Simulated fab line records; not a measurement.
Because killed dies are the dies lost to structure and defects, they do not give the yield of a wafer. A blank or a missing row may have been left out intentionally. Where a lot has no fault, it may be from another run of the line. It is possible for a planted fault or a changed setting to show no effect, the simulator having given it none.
Split-lot study :: flow n5_finfet :: 39 wafers read from 7 lots, route of 1938 steps

ABOUT THE SPLIT
At N5_PMOS_HMC_CHANNEL_EPI_DEVELOP_08 (develop time 30 s), the setting develop_time_s was moved away from the recipe's 30 s on 15 of the 39 wafers read, by -38.3% to +40.9%. All remaining wafers had this setting at the recipe value.

There is no step in the file separating the split from the reading.

THE READING
cd_nm, in nm, at N5_PMOS_HMC_CHANNEL_EPI_CD_MEAS_09 (target cd 237.4 nm). On this fab line, fault-free wafers typically give 237.6 nm with a standard deviation of 0.9 nm.

wafer: L077.1
tool, chamber at the split: litho_track-05, 0
develop_time_s as run, s: 30
against the recipe: recipe
cd_nm, nm: 236.1
against lot-mates on the recipe: -

wafer: L077.2
tool, chamber at the split: litho_track-05, 0
develop_time_s as run, s: 39.49
against the recipe: +31.6%
cd_nm, nm: 238.2
against lot-mates on the recipe: +1.5

wafer: L077.3
tool, chamber at the split: litho_track-05, 0
develop_time_s as run, s: 39.49
against the recipe: +31.6%
cd_nm, nm: 239.0
against lot-mates on the recipe: +2.3

wafer: L077.4
tool, chamber at the split: litho_track-05, 0
develop_time_s as run, s: 39.49
against the recipe: +31.6%
cd_nm, nm: 237.0
against lot-mates on the recipe: +0.3

wafer: L077.5
tool, chamber at the split: litho_track-05, 0
develop_time_s as run, s: 30
against the recipe: recipe
cd_nm, nm: 236.7
against lot-mates on the recipe: -

wafer: L077.6
tool, chamber at the split: litho_track-05, 0
develop_time_s as run, s: 30
against the recipe: recipe
cd_nm, nm: 237.3
against lot-mates on the recipe: -

wafer: L078.1
tool, chamber at the split: litho_track-03, 0
develop_time_s as run, s: 30
against the recipe: recipe
cd_nm, nm: 237.5
against lot-mates on the recipe: -

wafer: L078.2
tool, chamber at the split: litho_track-03, 0
develop_time_s as run, s: 18.69
against the recipe: -37.7%
cd_nm, nm: 235.1
against lot-mates on the recipe: -2.0

wafer: L078.3
tool, chamber at the split: litho_track-03, 0
develop_time_s as run, s: 18.69
against the recipe: -37.7%
cd_nm, nm: 235.7
against lot-mates on the recipe: -1.4

wafer: L078.4
tool, chamber at the split: litho_track-03, 0
develop_time_s as run, s: 18.69
against the recipe: -37.7%
cd_nm, nm: 234.9
against lot-mates on the recipe: -2.2

wafer: L078.5
tool, chamber at the split: litho_track-03, 0
develop_time_s as run, s: 30
against the recipe: recipe
cd_nm, nm: 236.9
against lot-mates on the recipe: -

wafer: L078.6
tool, chamber at the split: litho_track-03, 0
develop_time_s as run, s: 30
against the recipe: recipe
cd_nm, nm: 236.9
against lot-mates on the recipe: -

wafer: L084.1
tool, chamber at the split: litho_track-03, 0
develop_time_s as run, s: 42.27
against the recipe: +40.9%
cd_nm, nm: 240.7
against lot-mates on the recipe: +2.9

wafer: L084.2
tool, chamber at the split: litho_track-03, 0
develop_time_s as run, s: 42.27
against the recipe: +40.9%
cd_nm, nm: 240.8
against lot-mates on the recipe: +3.0

wafer: L084.3
tool, chamber at the split: litho_track-03, 0
develop_time_s as run, s: 30
against the recipe: recipe
cd_nm, nm: 238.1
against lot-mates on the recipe: -

wafer: L084.4
tool, chamber at the split: litho_track-03, 0
develop_time_s as run, s: 30
against the recipe: recipe
cd_nm, nm: 238.0
against lot-mates on the recipe: -

wafer: L084.5
tool, chamber at the split: litho_track-03, 0
develop_time_s as run, s: 30
against the recipe: recipe
cd_nm, nm: 237.4
against lot-mates on the recipe: -

wafer: L084.6
tool, chamber at the split: litho_track-03, 0
develop_time_s as run, s: 42.27
against the recipe: +40.9%
cd_nm, nm: 241.0
against lot-mates on the recipe: +3.2

wafer: L085.1
tool, chamber at the split: litho_track-05, 0
develop_time_s as run, s: 18.52
against the recipe: -38.3%
cd_nm, nm: 235.4
against lot-mates on the recipe: -2.4

wafer: L085.2
tool, chamber at the split: litho_track-05, 0
develop_time_s as run, s: 30
against the recipe: recipe
cd_nm, nm: 237.7
against lot-mates on the recipe: -

wafer: L085.3
tool, chamber at the split: litho_track-05, 0
develop_time_s as run, s: 18.52
against the recipe: -38.3%
cd_nm, nm: 234.7
against lot-mates on the recipe: -3.1

wafer: L085.4
tool, chamber at the split: litho_track-05, 0
develop_time_s as run, s: 18.52
against the recipe: -38.3%
cd_nm, nm: 235.9
against lot-mates on the recipe: -1.9

wafer: L085.5
tool, chamber at the split: litho_track-05, 0
develop_time_s as run, s: 30
against the recipe: recipe
cd_nm, nm: 237.4
against lot-mates on the recipe: -

wafer: L085.6
tool, chamber at the split: litho_track-05, 0
develop_time_s as run, s: 30
against the recipe: recipe
cd_nm, nm: 238.3
against lot-mates on the recipe: -

wafer: L088.1
tool, chamber at the split: litho_track-05, 0
develop_time_s as run, s: 41.03
against the recipe: +36.8%
cd_nm, nm: 240.9
against lot-mates on the recipe: +2.7

wafer: L088.2
tool, chamber at the split: litho_track-05, 0
develop_time_s as run, s: 30
against the recipe: recipe
cd_nm, nm: 237.1
against lot-mates on the recipe: -

wafer: L088.3
tool, chamber at the split: litho_track-05, 0
develop_time_s as run, s: 41.03
against the recipe: +36.8%
cd_nm, nm: 241.1
against lot-mates on the recipe: +2.9

wafer: L088.4
tool, chamber at the split: litho_track-05, 0
develop_time_s as run, s: 30
against the recipe: recipe
cd_nm, nm: 238.8
against lot-mates on the recipe: -

wafer: L088.5
tool, chamber at the split: litho_track-05, 0
develop_time_s as run, s: 41.03
against the recipe: +36.8%
cd_nm, nm: 239.2
against lot-mates on the recipe: +1.0

wafer: L088.6
tool, chamber at the split: litho_track-05, 0
develop_time_s as run, s: 30
against the recipe: recipe
cd_nm, nm: 238.7
against lot-mates on the recipe: -

wafer: L089.1
tool, chamber at the split: litho_track-01, 0
develop_time_s as run, s: 30
against the recipe: recipe
cd_nm, nm: 239.1
against lot-mates on the recipe: -

wafer: L089.2
tool, chamber at the split: litho_track-01, 0
develop_time_s as run, s: 30
against the recipe: recipe
cd_nm, nm: 237.6
against lot-mates on the recipe: -

wafer: L089.3
tool, chamber at the split: litho_track-01, 0
develop_time_s as run, s: 30
against the recipe: recipe
cd_nm, nm: 238.2
against lot-mates on the recipe: -

wafer: L089.4
tool, chamber at the split: litho_track-01, 0
develop_time_s as run, s: 30
against the recipe: recipe
cd_nm, nm: 237.5
against lot-mates on the recipe: -

wafer: L089.5
tool, chamber at the split: litho_track-01, 0
develop_time_s as run, s: 30
against the recipe: recipe
cd_nm, nm: 238.1
against lot-mates on the recipe: -

wafer: L089.6
tool, chamber at the split: litho_track-01, 0
develop_time_s as run, s: 30
against the recipe: recipe
cd_nm, nm: 238.1
against lot-mates on the recipe: -

wafer: L090.2
tool, chamber at the split: litho_track-03, 0
develop_time_s as run, s: 30
against the recipe: recipe
cd_nm, nm: 236.8
against lot-mates on the recipe: -

wafer: L090.4
tool, chamber at the split: litho_track-03, 0
develop_time_s as run, s: 30
against the recipe: recipe
cd_nm, nm: 237.6
against lot-mates on the recipe: -

wafer: L090.6
tool, chamber at the split: litho_track-03, 0
develop_time_s as run, s: 30
against the recipe: recipe
cd_nm, nm: 237.3
against lot-mates on the recipe: -

FIT RESULTS
A straight line over all 39 wafers: cd_nm changes by +0.0616 nm for each +1% of develop_time_s; r = +0.86; the points scatter about the line by 0.84 nm.
The same after taking each lot's own level away (the mean of its wafers on the recipe; 39 wafers): +0.0595 nm for each +1%; r = +0.92; scatter 0.59 nm.
Per that fit: largest develop_time_s move, reading shift of 2.4 nm.
Across the lots, their own levels run from 236.70 to 238.20 nm, a range of 1.7 times the standard deviation given above.
Consequently the slope shifts little with the lot-to-lot level, the two slopes agreeing.
Check: with one of the wafers moved furthest among these (+40.9%) left out of the fit, the line predicts +2.41 nm for it against its lot-mates. It came out at +2.87 nm against them.

THE WHOLE CHAIN: every reading that the file lists as answering this split, in the file's order
step: N5_PMOS_HMC_CHANNEL_EPI_CD_MEAS_09
what it does: target cd 237.4 nm
reading: cd_nm
change (the file's fit): +0.0593 nm for each +1% of the setting
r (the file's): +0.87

step: N5_PMOS_HMC_CHANNEL_EPI_DESCUM_14
what it does: chemistry O2, time 7.9 s
reading: PMOS_HMC_CHANNEL_EPI.cd_nm (the simulator's own value, which no gauge read)
change (the file's fit): +0.0562 nm for each +1% of the setting
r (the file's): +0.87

THE FILE'S OWN FIT
cd_nm changes by +0.0593 nm for each +1% of develop_time_s, r = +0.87.
